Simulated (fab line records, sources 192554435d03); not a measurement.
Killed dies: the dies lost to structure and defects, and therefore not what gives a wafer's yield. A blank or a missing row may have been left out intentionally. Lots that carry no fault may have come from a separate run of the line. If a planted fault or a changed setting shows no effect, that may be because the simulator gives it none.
fab line records :: flow n5Finfet :: part 2 of 2: steps 24 to 29 of 29
record:
  lots: 5
  wafers: 15
  lastDay: 19
route steps=1938 shown DUMMY_GATE@217
lots with no fault: from the same line, run without faults
startH: hours from the record's opening day to when the first of the lot's shown wafers began :: waitH: hours from the lot's prior step to this one :: " identical to the entry in the row above :: L1.1+2: a single row standing in for several wafers :: - either no value or no given start :: * or withheld: withheld :: < > ~ a bound
route shown NAME@n: a module of which the file shows steps, and the number in the route of the first :: usual: mean and standard deviation over wafers with no fault :: same: alike in all rows :: chamber/n: place in a boat :: sites: readings site by site :: _std_site: the standard deviation of these :: _edge_site: mean of outer sites minus mean of inner sites :: radiusMm: how far each site lies from the wafer's centre :: mask NAME#n: copy n :: behind: the last tool/chamber to shape the wafer :: hold: cause of the lot's hold/its duration in hours/its outcome :: device: which transistor (n, p or np) failed to switch :: end of line: tests of these same wafers at the route's end :: a step without rows: its recipe alone :: killed: not the wafer's yield, but the dies lost to structure and defects at the first sort :: map: per-die view of a wafer (x killed, . not killed, _ where there is no die)
set.NAME: the setting as run; set.NAME@STEP: as run at that earlier step :: model.NAME: the simulator's own value behind a step, which no gauge read
a table for each step, a row for each wafer; lots at some steps of the route
services: a tool's chamber out of use, with start hour (startH, from the record's first day; less than 0 if before it), hours out, and reason
== steps ==
step: N5_DUMMY_GATE_TRIM_49
recipe:
  chemistry: O2
  resist: SOC
  timeS: 29
  targetCdNm: 14
  sourcePowerW: 300
  biasPowerW: 0
  O2_flow_sccm: 100
  tempC: 20
usual:
  O2_flow_sccm: 100.0/0.34
  drypumpMotorCurrentA: 5.7/0.54
  heBacksideLeakSccm: 2.8/0.32
  oesProductAu: 0.992/0.016
  throttleValvePct: 8.19/0.077
lot.wafer: L078.3
tool: rieSi-01
chamber: 3
startH: 72.30
waitH: 0.0
O2_flow_sccm: 99.9
drypumpMotorCurrentA: 6.1
heBacksideLeakSccm: 2.5
oesProductAu: 0.982
rfHoursCounterH: 111
throttleValvePct: 8.08

lot.wafer: L078.4
tool: rieSi-01
chamber: 1
startH: 72.30
waitH: 0.0
O2_flow_sccm: 99.9
drypumpMotorCurrentA: 6.1
heBacksideLeakSccm: 2.3
oesProductAu: 0.987
rfHoursCounterH: 27
throttleValvePct: 8.12

lot.wafer: L078.5
tool: rieSi-01
chamber: 3
startH: 72.30
waitH: 0.0
O2_flow_sccm: 99.9
drypumpMotorCurrentA: 6.1
heBacksideLeakSccm: 2.6
oesProductAu: 0.990
rfHoursCounterH: -
throttleValvePct: 8.07

lot.wafer: L079.1
tool: rieSi-05
chamber: 3
startH: 76.58
waitH: 0.0
O2_flow_sccm: 99.9
drypumpMotorCurrentA: 5.4
heBacksideLeakSccm: 3.0
oesProductAu: 1.035
rfHoursCounterH: 150
throttleValvePct: 8.34

lot.wafer: L079.5
tool: rieSi-05
chamber: 3
startH: 76.58
waitH: 0.0
O2_flow_sccm: 99.5
drypumpMotorCurrentA: 5.4
heBacksideLeakSccm: 3.0
oesProductAu: 1.032
rfHoursCounterH: -
throttleValvePct: 8.34

lot.wafer: L079.6
tool: rieSi-05
chamber: 2
startH: 76.58
waitH: 0.0
O2_flow_sccm: 100.4
drypumpMotorCurrentA: 5.4
heBacksideLeakSccm: 2.7
oesProductAu: 0.975
rfHoursCounterH: -
throttleValvePct: 8.16

lot.wafer: L085.2
tool: rieSi-05
chamber: 0
startH: 113.79
waitH: 0.0
O2_flow_sccm: 99.5
drypumpMotorCurrentA: 5.3
heBacksideLeakSccm: 3.2
oesProductAu: 0.969
rfHoursCounterH: 184
throttleValvePct: 8.14

lot.wafer: L085.4
tool: rieSi-05
chamber: 1
startH: 113.79
waitH: 0.0
O2_flow_sccm: 100.4
drypumpMotorCurrentA: 6.0
heBacksideLeakSccm: 2.8
oesProductAu: 0.953
rfHoursCounterH: -
throttleValvePct: 8.24

lot.wafer: L085.5
tool: rieSi-05
chamber: 0
startH: 113.79
waitH: 0.0
O2_flow_sccm: 100.3
drypumpMotorCurrentA: 5.3
heBacksideLeakSccm: 3.1
oesProductAu: 0.974
rfHoursCounterH: -
throttleValvePct: 8.14

lot.wafer: L095.1
tool: rieSi-04
chamber: 0
startH: 174.59
waitH: 0.0
O2_flow_sccm: 99.7
drypumpMotorCurrentA: 4.8
heBacksideLeakSccm: 2.7
oesProductAu: 1.001
rfHoursCounterH: 7
throttleValvePct: 8.11

lot.wafer: L095.2
tool: rieSi-04
chamber: 2
startH: 174.59
waitH: 0.0
O2_flow_sccm: 99.8
drypumpMotorCurrentA: 4.8
heBacksideLeakSccm: 3.3
oesProductAu: 1.009
rfHoursCounterH: 155
throttleValvePct: 8.28

lot.wafer: L095.4
tool: rieSi-04
chamber: 3
startH: 174.59
waitH: 0.0
O2_flow_sccm: 99.8
drypumpMotorCurrentA: 6.1
heBacksideLeakSccm: 2.5
oesProductAu: 1.003
rfHoursCounterH: 48
throttleValvePct: 8.25

lot.wafer: L096.2
tool: rieSi-04
chamber: 0
startH: 178.39
waitH: 0.0
O2_flow_sccm: 100.7
drypumpMotorCurrentA: 4.8
heBacksideLeakSccm: 2.3
oesProductAu: 1.000
rfHoursCounterH: 7
throttleValvePct: 8.11

lot.wafer: L096.3
tool: rieSi-04
chamber: 1
startH: 178.39
waitH: 0.0
O2_flow_sccm: 100.0
drypumpMotorCurrentA: 6.7
heBacksideLeakSccm: 2.5
oesProductAu: 0.995
rfHoursCounterH: 106
throttleValvePct: 8.27

lot.wafer: L096.4
tool: rieSi-04
chamber: 2
startH: 178.39
waitH: 0.0
O2_flow_sccm: 99.8
drypumpMotorCurrentA: 4.8
heBacksideLeakSccm: 3.4
oesProductAu: 1.022
rfHoursCounterH: 155
throttleValvePct: 8.27
step: N5_DUMMY_GATE_STRIP_40
recipe:
  chemistry: CF4
  resist: SiARC
  powerW: 300
  biasPowerW: 75
  pressureMtorr: 50
  cf4FlowSccm: 150
  rfFrequencyHz: 6e+07
usual:
  drypumpMotorCurrentA: 5.8/0.4
  oesProductAu: 0.76/0.082
  rfVppV: 271.2/1.4
  showerheadPlenumPTorr: 1.80/0.052
  throttleValvePct: 13.63/0.26
lot.wafer: L078.3
tool: rieDiel-02
chamber: 0
startH: 72.54
waitH: 0.2
drypumpMotorCurrentA: 6.3
oesProductAu: 0.74
rfHoursCounterH: 147
rfVppV: 270.4
showerheadPlenumPTorr: 1.79
throttleValvePct: 13.61

lot.wafer: L078.4
tool: rieDiel-02
chamber: 1
startH: 72.54
waitH: 0.2
drypumpMotorCurrentA: 6.4
oesProductAu: 0.74
rfHoursCounterH: -
rfVppV: 271.6
showerheadPlenumPTorr: 1.79
throttleValvePct: 13.43

lot.wafer: L078.5
tool: rieDiel-02
chamber: 0
startH: 72.54
waitH: 0.2
drypumpMotorCurrentA: 6.3
oesProductAu: 0.74
rfHoursCounterH: -
rfVppV: 272.5
showerheadPlenumPTorr: 1.79
throttleValvePct: 13.58

lot.wafer: L079.1
tool: rieDiel-03
chamber: 0
startH: 76.67
waitH: 0.1
drypumpMotorCurrentA: 5.5
oesProductAu: 0.75
rfHoursCounterH: 139
rfVppV: 270.4
showerheadPlenumPTorr: 1.73
throttleValvePct: 13.79

lot.wafer: L079.5
tool: rieDiel-03
chamber: 2
startH: 76.67
waitH: 0.1
drypumpMotorCurrentA: 5.7
oesProductAu: 0.72
rfHoursCounterH: -
rfVppV: 269.9
showerheadPlenumPTorr: 1.79
throttleValvePct: 13.98

lot.wafer: L079.6
tool: rieDiel-03
chamber: 1
startH: 76.67
waitH: 0.1
drypumpMotorCurrentA: 5.2
oesProductAu: 0.68
rfHoursCounterH: -
rfVppV: 271.4
showerheadPlenumPTorr: 1.85
throttleValvePct: 14.00

lot.wafer: L085.2
tool: rieDiel-02
chamber: 3
startH: 114.00
waitH: 0.2
drypumpMotorCurrentA: 5.5
oesProductAu: 0.93
rfHoursCounterH: 5
rfVppV: 274.4
showerheadPlenumPTorr: 1.92
throttleValvePct: 13.34

lot.wafer: L085.4
tool: rieDiel-02
chamber: 2
startH: 114.00
waitH: 0.2
drypumpMotorCurrentA: 6.4
oesProductAu: 0.90
rfHoursCounterH: 16
rfVppV: 272.1
showerheadPlenumPTorr: 1.83
throttleValvePct: 13.24

lot.wafer: L085.5
tool: rieDiel-02
chamber: 1
startH: 114.00
waitH: 0.2
drypumpMotorCurrentA: 6.4
oesProductAu: 0.72
rfHoursCounterH: -
rfVppV: 271.8
showerheadPlenumPTorr: 1.79
throttleValvePct: 13.46

lot.wafer: L095.1
tool: rieDiel-03
chamber: 1
startH: 174.69
waitH: 0.1
drypumpMotorCurrentA: 5.2
oesProductAu: 0.95
rfHoursCounterH: 1
rfVppV: 271.0
showerheadPlenumPTorr: 1.84
throttleValvePct: 13.48

lot.wafer: L095.2
tool: rieDiel-03
chamber: 0
startH: 174.69
waitH: 0.1
drypumpMotorCurrentA: 5.5
oesProductAu: 0.73
rfHoursCounterH: 172
rfVppV: 269.2
showerheadPlenumPTorr: 1.72
throttleValvePct: 13.85

lot.wafer: L095.4
tool: rieDiel-03
chamber: 3
startH: 174.69
waitH: 0.1
drypumpMotorCurrentA: 5.7
oesProductAu: 0.69
rfHoursCounterH: 247
rfVppV: 270.7
showerheadPlenumPTorr: 1.84
throttleValvePct: 13.97

lot.wafer: L096.2
tool: rieDiel-04
chamber: 1
startH: 178.51
waitH: 0.1
drypumpMotorCurrentA: 5.4
oesProductAu: 0.79
rfHoursCounterH: 85
rfVppV: 271.0
showerheadPlenumPTorr: 1.74
throttleValvePct: 13.59

lot.wafer: L096.3
tool: rieDiel-04
chamber: 0
startH: 178.51
waitH: 0.1
drypumpMotorCurrentA: 5.5
oesProductAu: 0.71
rfHoursCounterH: 195
rfVppV: 272.3
showerheadPlenumPTorr: 1.79
throttleValvePct: 13.70

lot.wafer: L096.4
tool: rieDiel-04
chamber: 2
startH: 178.51
waitH: 0.1
drypumpMotorCurrentA: 6.0
oesProductAu: 0.71
rfHoursCounterH: 219
rfVppV: 270.7
showerheadPlenumPTorr: 1.79
throttleValvePct: 13.58
step: N5_DUMMY_GATE_CD_MEAS_50
recipe:
  targetCdNm: 14
usual:
  cdNm: 14.1/0.4
lot.wafer: L078.3
tool: cdSem-02
chamber: -
startH: 72.60
waitH: 0.0
cdNm: 13.7

lot.wafer: L078.4
tool: cdSem-02
chamber: -
startH: 72.60
waitH: 0.0
cdNm: 13.8

lot.wafer: L078.5
tool: cdSem-02
chamber: -
startH: 72.60
waitH: 0.0
cdNm: 13.9

lot.wafer: L079.1
tool: cdSem-02
chamber: -
startH: 76.72
waitH: 0.0
cdNm: 14.1

lot.wafer: L079.5
tool: cdSem-02
chamber: -
startH: 76.72
waitH: 0.0
cdNm: 13.6

lot.wafer: L079.6
tool: cdSem-02
chamber: -
startH: 76.72
waitH: 0.0
cdNm: 14.5

lot.wafer: L085.2
tool: cdSem-03
chamber: -
startH: 114.05
waitH: 0.0
cdNm: 15.0

lot.wafer: L085.4
tool: cdSem-03
chamber: -
startH: 114.05
waitH: 0.0
cdNm: 14.0

lot.wafer: L085.5
tool: cdSem-03
chamber: -
startH: 114.05
waitH: 0.0
cdNm: 14.6

lot.wafer: L095.1
tool: cdSem-01
chamber: -
startH: 174.74
waitH: 0.0
cdNm: 13.9

lot.wafer: L095.2
tool: cdSem-01
chamber: -
startH: 174.74
waitH: 0.0
cdNm: 13.9

lot.wafer: L095.4
tool: cdSem-01
chamber: -
startH: 174.74
waitH: 0.0
cdNm: 13.6

lot.wafer: L096.2
tool: cdSem-02
chamber: -
startH: 178.57
waitH: 0.0
cdNm: 13.6

lot.wafer: L096.3
tool: cdSem-02
chamber: -
startH: 178.57
waitH: 0.0
cdNm: 13.9

lot.wafer: L096.4
tool: cdSem-02
chamber: -
startH: 178.57
waitH: 0.0
cdNm: 13.7
step: N5_DUMMY_GATE_ETCH_31
recipe:
  chemistry: C4F6/O2
  target: SiO2
  maskMaterial: SOC
  targetDepthA: 825
  timeS: 27.5
  ionEnergyEv: 250
  pressureMtorr: 30
  sourceW: 345
  biasW: 185
  Ar_flow_sccm: 300
  C4F6_flow_sccm: 10
  O2_flow_sccm: 10
usual:
  O2_flow_sccm: 10.003/0.027
  drypumpMotorCurrentA: 5.8/0.4
  oesProductAu: 0.77/0.081
  rfVppV: 661/10
  showerheadPlenumPTorr: 2.83/0.072
  throttleValvePct: 21.14/0.23
lot.wafer: L078.3
tool: rieDiel-02
chamber: 0
startH: 72.65
waitH: 0.0
O2_flow_sccm: 10.016
drypumpMotorCurrentA: 6.3
oesProductAu: 0.75
rfHoursCounterH: 147
rfVppV: 667
showerheadPlenumPTorr: 2.82
throttleValvePct: 20.98

lot.wafer: L078.4
tool: rieDiel-02
chamber: 0
startH: 72.65
waitH: 0.0
O2_flow_sccm: 10.017
drypumpMotorCurrentA: 6.3
oesProductAu: 0.76
rfHoursCounterH: -
rfVppV: 669
showerheadPlenumPTorr: 2.82
throttleValvePct: 20.96

lot.wafer: L078.5
tool: rieDiel-02
chamber: 1
startH: 72.65
waitH: 0.0
O2_flow_sccm: 10.006
drypumpMotorCurrentA: 6.4
oesProductAu: 0.75
rfHoursCounterH: -
rfVppV: 670
showerheadPlenumPTorr: 2.85
throttleValvePct: 20.97

lot.wafer: L079.1
tool: rieDiel-02
chamber: 2
startH: 76.77
waitH: 0.0
O2_flow_sccm: 10.058
drypumpMotorCurrentA: 6.4
oesProductAu: 0.97
rfHoursCounterH: 1
rfVppV: 666
showerheadPlenumPTorr: 2.90
throttleValvePct: 20.78

lot.wafer: L079.5
tool: rieDiel-02
chamber: 3
startH: 76.77
waitH: 0.0
O2_flow_sccm: 10.006
drypumpMotorCurrentA: 5.5
oesProductAu: 0.67
rfHoursCounterH: -
rfVppV: 650
showerheadPlenumPTorr: 2.68
throttleValvePct: 21.33

lot.wafer: L079.6
tool: rieDiel-02
chamber: 2
startH: 76.77
waitH: 0.0
O2_flow_sccm: 10.018
drypumpMotorCurrentA: 6.4
oesProductAu: 0.96
rfHoursCounterH: -
rfVppV: 664
showerheadPlenumPTorr: 2.90
throttleValvePct: 20.79

lot.wafer: L085.2
tool: rieDiel-03
chamber: 3
startH: 114.18
waitH: 0.1
O2_flow_sccm: 9.980
drypumpMotorCurrentA: 5.7
oesProductAu: 0.68
rfHoursCounterH: 224
rfVppV: 658
showerheadPlenumPTorr: 2.92
throttleValvePct: 21.25

lot.wafer: L085.4
tool: rieDiel-03
chamber: 2
startH: 114.18
waitH: 0.1
O2_flow_sccm: 10.009
drypumpMotorCurrentA: 5.7
oesProductAu: 0.70
rfHoursCounterH: 213
rfVppV: 679
showerheadPlenumPTorr: 2.83
throttleValvePct: 21.60

lot.wafer: L085.5
tool: rieDiel-03
chamber: 2
startH: 114.18
waitH: 0.1
O2_flow_sccm: 10.043
drypumpMotorCurrentA: 5.7
oesProductAu: 0.70
rfHoursCounterH: -
rfVppV: 678
showerheadPlenumPTorr: 2.83
throttleValvePct: 21.59

lot.wafer: L095.1
tool: rieDiel-02
chamber: 0
startH: 174.79
waitH: 0.0
O2_flow_sccm: 9.996
drypumpMotorCurrentA: 6.3
oesProductAu: 0.73
rfHoursCounterH: 184
rfVppV: 667
showerheadPlenumPTorr: 2.81
throttleValvePct: 21.03

lot.wafer: L095.2
tool: rieDiel-02
chamber: 3
startH: 174.79
waitH: 0.0
O2_flow_sccm: 9.969
drypumpMotorCurrentA: 5.5
oesProductAu: 0.89
rfHoursCounterH: 26
rfVppV: 661
showerheadPlenumPTorr: 3.00
throttleValvePct: 20.93

lot.wafer: L095.4
tool: rieDiel-02
chamber: 2
startH: 174.79
waitH: 0.0
O2_flow_sccm: 9.990
drypumpMotorCurrentA: 6.4
oesProductAu: 0.86
rfHoursCounterH: -
rfVppV: 664
showerheadPlenumPTorr: 2.88
throttleValvePct: 20.83

lot.wafer: L096.2
tool: rieDiel-04
chamber: 0
startH: 178.61
waitH: 0.0
O2_flow_sccm: 9.983
drypumpMotorCurrentA: 5.5
oesProductAu: 0.72
rfHoursCounterH: 195
rfVppV: 658
showerheadPlenumPTorr: 2.81
throttleValvePct: 21.15

lot.wafer: L096.3
tool: rieDiel-04
chamber: 2
startH: 178.61
waitH: 0.0
O2_flow_sccm: 10.062
drypumpMotorCurrentA: 6.0
oesProductAu: 0.72
rfHoursCounterH: 219
rfVppV: 678
showerheadPlenumPTorr: 2.83
throttleValvePct: 21.06

lot.wafer: L096.4
tool: rieDiel-04
chamber: 1
startH: 178.61
waitH: 0.0
O2_flow_sccm: 10.017
drypumpMotorCurrentA: 5.4
oesProductAu: 0.81
rfHoursCounterH: 85
rfVppV: 643
showerheadPlenumPTorr: 2.76
throttleValvePct: 21.25
step: N5_DUMMY_GATE_STRIP_41
recipe:
  chemistry: O2
  powerW: 400
  tempC: 40
  pressureMtorr: 30
  rfFrequencyHz: 6e+07
  biasPowerW: 0
  overashFraction: 0.3
  o2FlowSccm: 225
usual:
  drypumpMotorCurrentA: 5.8/0.4
  oesProductAu: 0.77/0.084
  rfVppV: 3.6/0.49
  showerheadPlenumPTorr: 2.10/0.059
  throttleValvePct: 16.71/0.18
lot.wafer: L078.3
tool: rieDiel-02
chamber: 0
startH: 72.70
waitH: 0.0
drypumpMotorCurrentA: 6.3
oesProductAu: 0.74
rfHoursCounterH: 147
rfVppV: 4.3
showerheadPlenumPTorr: 2.09
throttleValvePct: 16.61

lot.wafer: L078.4
tool: rieDiel-02
chamber: 0
startH: 72.70
waitH: 0.0
drypumpMotorCurrentA: 6.3
oesProductAu: 0.74
rfHoursCounterH: -
rfVppV: 4.2
showerheadPlenumPTorr: 2.09
throttleValvePct: 16.62

lot.wafer: L078.5
tool: rieDiel-02
chamber: 1
startH: 72.70
waitH: 0.0
drypumpMotorCurrentA: 6.4
oesProductAu: 0.75
rfHoursCounterH: -
rfVppV: 2.8
showerheadPlenumPTorr: 2.10
throttleValvePct: 16.51

lot.wafer: L079.1
tool: rieDiel-02
chamber: 2
startH: 76.82
waitH: 0.0
drypumpMotorCurrentA: 6.3
oesProductAu: 0.98
rfHoursCounterH: 1
rfVppV: 3.7
showerheadPlenumPTorr: 2.17
throttleValvePct: 16.46

lot.wafer: L079.5
tool: rieDiel-02
chamber: 3
startH: 76.82
waitH: 0.0
drypumpMotorCurrentA: 5.5
oesProductAu: 0.69
rfHoursCounterH: -
rfVppV: 4.4
showerheadPlenumPTorr: 1.98
throttleValvePct: 17.00

lot.wafer: L079.6
tool: rieDiel-02
chamber: 2
startH: 76.82
waitH: 0.0
drypumpMotorCurrentA: 6.4
oesProductAu: 0.98
rfHoursCounterH: -
rfVppV: 4.0
showerheadPlenumPTorr: 2.17
throttleValvePct: 16.47

lot.wafer: L085.2
tool: rieDiel-03
chamber: 3
startH: 114.23
waitH: 0.0
drypumpMotorCurrentA: 5.6
oesProductAu: 0.70
rfHoursCounterH: 224
rfVppV: 3.9
showerheadPlenumPTorr: 2.16
throttleValvePct: 16.88

lot.wafer: L085.4
tool: rieDiel-03
chamber: 2
startH: 114.23
waitH: 0.0
drypumpMotorCurrentA: 5.7
oesProductAu: 0.70
rfHoursCounterH: 213
rfVppV: 3.2
showerheadPlenumPTorr: 2.07
throttleValvePct: 17.01

lot.wafer: L085.5
tool: rieDiel-03
chamber: 2
startH: 114.23
waitH: 0.0
drypumpMotorCurrentA: 5.7
oesProductAu: 0.69
rfHoursCounterH: -
rfVppV: 4.0
showerheadPlenumPTorr: 2.07
throttleValvePct: 17.02

lot.wafer: L095.1
tool: rieDiel-02
chamber: 0
startH: 174.83
waitH: 0.0
drypumpMotorCurrentA: 6.3
oesProductAu: 0.71
rfHoursCounterH: 184
rfVppV: 3.8
showerheadPlenumPTorr: 2.08
throttleValvePct: 16.69

lot.wafer: L095.2
tool: rieDiel-02
chamber: 3
startH: 174.83
waitH: 0.0
drypumpMotorCurrentA: 5.5
oesProductAu: 0.89
rfHoursCounterH: 26
rfVppV: 3.2
showerheadPlenumPTorr: 2.24
throttleValvePct: 16.52

lot.wafer: L095.4
tool: rieDiel-02
chamber: 2
startH: 174.83
waitH: 0.0
drypumpMotorCurrentA: 6.4
oesProductAu: 0.88
rfHoursCounterH: -
rfVppV: 3.7
showerheadPlenumPTorr: 2.16
throttleValvePct: 16.54

lot.wafer: L096.2
tool: rieDiel-04
chamber: 0
startH: 178.66
waitH: 0.0
drypumpMotorCurrentA: 5.5
oesProductAu: 0.71
rfHoursCounterH: 195
rfVppV: 3.6
showerheadPlenumPTorr: 2.08
throttleValvePct: 16.75

lot.wafer: L096.3
tool: rieDiel-04
chamber: 2
startH: 178.66
waitH: 0.0
drypumpMotorCurrentA: 6.0
oesProductAu: 0.70
rfHoursCounterH: 219
rfVppV: 4.2
showerheadPlenumPTorr: 2.09
throttleValvePct: 16.62

lot.wafer: L096.4
tool: rieDiel-04
chamber: 1
startH: 178.66
waitH: 0.0
drypumpMotorCurrentA: 5.4
oesProductAu: 0.80
rfHoursCounterH: 85
rfVppV: 4.0
showerheadPlenumPTorr: 2.03
throttleValvePct: 16.74
step: N5_DUMMY_GATE_HM_OPEN_21
recipe:
  chemistry: CH3F/O2
  target: SiNx
  targetDepthA: 1200
  Ar_flow_sccm: 150
  CH3F_flow_sccm: 30
  O2_flow_sccm: 23
  timeS: 171.4
  pressureMtorr: 30
  sourceW: 395
  biasW: 73
  ionEnergyEv: 120.7
usual:
  O2_flow_sccm: 23.00/0.071
  drypumpMotorCurrentA: 5.8/0.4
  oesProductAu: 0.77/0.08
  rfVppV: 297/4.6
  showerheadPlenumPTorr: 2.01/0.054
  throttleValvePct: 16.47/0.22
lot.wafer: L078.3
tool: rieDiel-02
chamber: 0
startH: 72.74
waitH: 0.0
O2_flow_sccm: 23.13
drypumpMotorCurrentA: 6.3
oesProductAu: 0.75
rfHoursCounterH: 147
rfVppV: 301
showerheadPlenumPTorr: 2.00
throttleValvePct: 16.36

lot.wafer: L078.4
tool: rieDiel-02
chamber: 0
startH: 72.74
waitH: 0.0
O2_flow_sccm: 23.05
drypumpMotorCurrentA: 6.3
oesProductAu: 0.75
rfHoursCounterH: -
rfVppV: 301
showerheadPlenumPTorr: 2.01
throttleValvePct: 16.35

lot.wafer: L078.5
tool: rieDiel-02
chamber: 1
startH: 72.74
waitH: 0.0
O2_flow_sccm: 22.99
drypumpMotorCurrentA: 6.4
oesProductAu: 0.74
rfHoursCounterH: -
rfVppV: 301
showerheadPlenumPTorr: 2.02
throttleValvePct: 16.31

lot.wafer: L079.1
tool: rieDiel-02
chamber: 2
startH: 76.86
waitH: 0.0
O2_flow_sccm: 23.00
drypumpMotorCurrentA: 6.3
oesProductAu: 0.95
rfHoursCounterH: 1
rfVppV: 299
showerheadPlenumPTorr: 2.06
throttleValvePct: 16.11

lot.wafer: L079.5
tool: rieDiel-02
chamber: 3
startH: 76.86
waitH: 0.0
O2_flow_sccm: 22.92
drypumpMotorCurrentA: 5.5
oesProductAu: 0.68
rfHoursCounterH: -
rfVppV: 294
showerheadPlenumPTorr: 1.90
throttleValvePct: 16.71

lot.wafer: L079.6
tool: rieDiel-02
chamber: 2
startH: 76.86
waitH: 0.0
O2_flow_sccm: 23.11
drypumpMotorCurrentA: 6.4
oesProductAu: 0.96
rfHoursCounterH: -
rfVppV: 299
showerheadPlenumPTorr: 2.06
throttleValvePct: 16.09

lot.wafer: L085.2
tool: rieDiel-03
chamber: 3
startH: 114.27
waitH: 0.0
O2_flow_sccm: 23.13
drypumpMotorCurrentA: 5.7
oesProductAu: 0.68
rfHoursCounterH: 224
rfVppV: 297
showerheadPlenumPTorr: 2.08
throttleValvePct: 16.66

lot.wafer: L085.4
tool: rieDiel-03
chamber: 2
startH: 114.27
waitH: 0.0
O2_flow_sccm: 22.97
drypumpMotorCurrentA: 5.7
oesProductAu: 0.70
rfHoursCounterH: 213
rfVppV: 305
showerheadPlenumPTorr: 2.01
throttleValvePct: 16.86

lot.wafer: L085.5
tool: rieDiel-03
chamber: 2
startH: 114.27
waitH: 0.0
O2_flow_sccm: 22.93
drypumpMotorCurrentA: 5.7
oesProductAu: 0.70
rfHoursCounterH: -
rfVppV: 305
showerheadPlenumPTorr: 2.01
throttleValvePct: 16.84

lot.wafer: L095.1
tool: rieDiel-02
chamber: 0
startH: 174.87
waitH: 0.0
O2_flow_sccm: 23.10
drypumpMotorCurrentA: 6.3
oesProductAu: 0.73
rfHoursCounterH: 184
rfVppV: 301
showerheadPlenumPTorr: 1.99
throttleValvePct: 16.42

lot.wafer: L095.2
tool: rieDiel-02
chamber: 3
startH: 174.87
waitH: 0.0
O2_flow_sccm: 23.07
drypumpMotorCurrentA: 5.5
oesProductAu: 0.88
rfHoursCounterH: 26
rfVppV: 296
showerheadPlenumPTorr: 2.14
throttleValvePct: 16.22

lot.wafer: L095.4
tool: rieDiel-02
chamber: 2
startH: 174.87
waitH: 0.0
O2_flow_sccm: 22.91
drypumpMotorCurrentA: 6.3
oesProductAu: 0.86
rfHoursCounterH: -
rfVppV: 300
showerheadPlenumPTorr: 2.05
throttleValvePct: 16.16

lot.wafer: L096.2
tool: rieDiel-04
chamber: 0
startH: 178.70
waitH: 0.0
O2_flow_sccm: 22.90
drypumpMotorCurrentA: 5.5
oesProductAu: 0.72
rfHoursCounterH: 195
rfVppV: 297
showerheadPlenumPTorr: 2.00
throttleValvePct: 16.50

lot.wafer: L096.3
tool: rieDiel-04
chamber: 2
startH: 178.70
waitH: 0.0
O2_flow_sccm: 22.92
drypumpMotorCurrentA: 6.0
oesProductAu: 0.71
rfHoursCounterH: 219
rfVppV: 304
showerheadPlenumPTorr: 2.00
throttleValvePct: 16.39

lot.wafer: L096.4
tool: rieDiel-04
chamber: 1
startH: 178.70
waitH: 0.0
O2_flow_sccm: 23.06
drypumpMotorCurrentA: 5.4
oesProductAu: 0.81
rfHoursCounterH: 85
rfVppV: 289
showerheadPlenumPTorr: 1.95
throttleValvePct: 16.49
== services ==
tool: euvScanner-01
chamber: -
startH: 46.78
hours: 4.6
kind: pm

tool: rieDiel-03
chamber: -
startH: 50.19
hours: 2.2
kind: repair

tool: rieDiel-04
chamber: 1
startH: 54.64
hours: 7.7
kind: repair

tool: cmp-03
chamber: -
startH: 57.43
hours: 4.0
kind: pm

tool: euvScanner-02
chamber: -
startH: 60.97
hours: 4.6
kind: pm

tool: cmp-01
chamber: -
startH: 64.01
hours: 1.9
kind: repair

tool: euvScanner-01
chamber: -
startH: 65.57
hours: 1.0
kind: pm

tool: euvScanner-02
chamber: -
startH: 65.83
hours: 7.8
kind: repair

tool: rieDiel-04
chamber: 2
startH: 70.08
hours: 5.8
kind: repair

tool: pecvd-01
chamber: -
startH: 72.56
hours: 2.8
kind: pm

tool: euvScanner-02
chamber: -
startH: 78.39
hours: 1.0
kind: pm

tool: rieDiel-02
chamber: 3
startH: 81.94
hours: 4.4
kind: repair

tool: euvScanner-01
chamber: -
startH: 100.84
hours: 0.2
kind: repair

tool: rieSi-05
chamber: 3
startH: 104.98
hours: 9.2
kind: repair

tool: rieDiel-04
chamber: -
startH: 105.48
hours: 12.2
kind: repair

tool: rieDiel-02
chamber: 0
startH: 117.33
hours: 3.4
kind: repair

tool: rieDiel-04
chamber: 3
startH: 118.63
hours: 9.4
kind: repair

tool: euvScanner-01
chamber: -
startH: 121.50
hours: 1.0
kind: pm

tool: cmp-01
chamber: -
startH: 125.49
hours: 4.0
kind: pm

tool: euvScanner-02
chamber: -
startH: 134.54
hours: 1.0
kind: pm

tool: euvScanner-01
chamber: -
startH: 138.41
hours: 0.1
kind: repair

tool: rieDiel-02
chamber: 1
startH: 157.61
hours: 19.4
kind: repair

tool: euvScanner-02
chamber: -
startH: 162.91
hours: 1.0
kind: repair

tool: rieDiel-04
chamber: -
startH: 165.30
hours: 1.5
kind: repair
